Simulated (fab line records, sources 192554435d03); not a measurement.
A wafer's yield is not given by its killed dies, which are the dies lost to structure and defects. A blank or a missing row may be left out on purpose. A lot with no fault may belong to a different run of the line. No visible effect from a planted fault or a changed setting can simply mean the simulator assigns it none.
Matching of chambers + flow n5Finfet + N5_BEOL_M5_ETCH_67 on rieDiel-04 has 4 sister chambers
The step etches SiARC in CF4, target depth 15.6 nm, time 26 s. 8 wafers are shown with their chamber, then 8 later ones without.

== WAFERS WITH THEIR CHAMBER ==
| wafer  | chamber | drypumpMotorCurrentA (A) | showerheadPlenumPTorr (Torr) |
|--------|---------|--------------------------|------------------------------|
| L080.5 | 1       | 5.4                      | 2.09                         |
| L080.6 | 0       | 6.2                      | 2.13                         |
| L081.1 | 1       | 5.4                      | 2.09                         |
| L081.2 | 0       | 6.3                      | 2.12                         |
| L081.3 | 3       | 6.0                      | 2.05                         |
| L087.1 | 3       | 6.0                      | 2.05                         |
| L087.5 | 2       | 4.8                      | 2.21                         |
| L088.2 | 2       | 4.8                      | 2.21                         |

== WAFERS WITH NO CHAMBER GIVEN ==
| wafer  | drypumpMotorCurrentA (A) | showerheadPlenumPTorr (Torr) |
|--------|--------------------------|------------------------------|
| L088.3 | 6.3                      | 2.12                         |
| L088.5 | 6.0                      | 2.05                         |
| L090.1 | 5.4                      | 2.08                         |
| L090.2 | 4.7                      | 2.21                         |
| L090.3 | 6.0                      | 2.05                         |
| L095.1 | 6.3                      | 2.12                         |
| L095.2 | 6.0                      | 2.05                         |
| L095.3 | 4.8                      | 2.21                         |

== WHICH CHAMBER EACH ONE RAN IN ==
| wafer  | from the rows above | in truth |
|--------|---------------------|----------|
| L088.3 | 0                   | 0        |
| L088.5 | 3                   | 3        |
| L090.1 | 1                   | 1        |
| L090.2 | 2                   | 2        |
| L090.3 | 3                   | 3        |
| L095.1 | 0                   | 0        |
| L095.2 | 3                   | 3        |
| L095.3 | 2                   | 2        |
8 of 8 placed correctly. Number that these rows cannot place: 0. Number placed wrongly: 0.
How it was worked out, from the rows above alone: a wafer's distance from a chamber is the root of the sum, over the readings, of the square of ((its reading less the chamber's mean) divided by the reading's scatter). If the next closest chamber is less than 2 further off than the closest, the wafer can't be placed; otherwise it belongs to the closest. The mean given for a chamber averages the wafers shown for that chamber. The scatter is the square root of a quotient: the sum, over the shown wafers, of each reading's squared deviation from its chamber's mean, divided by wafers minus chambers.
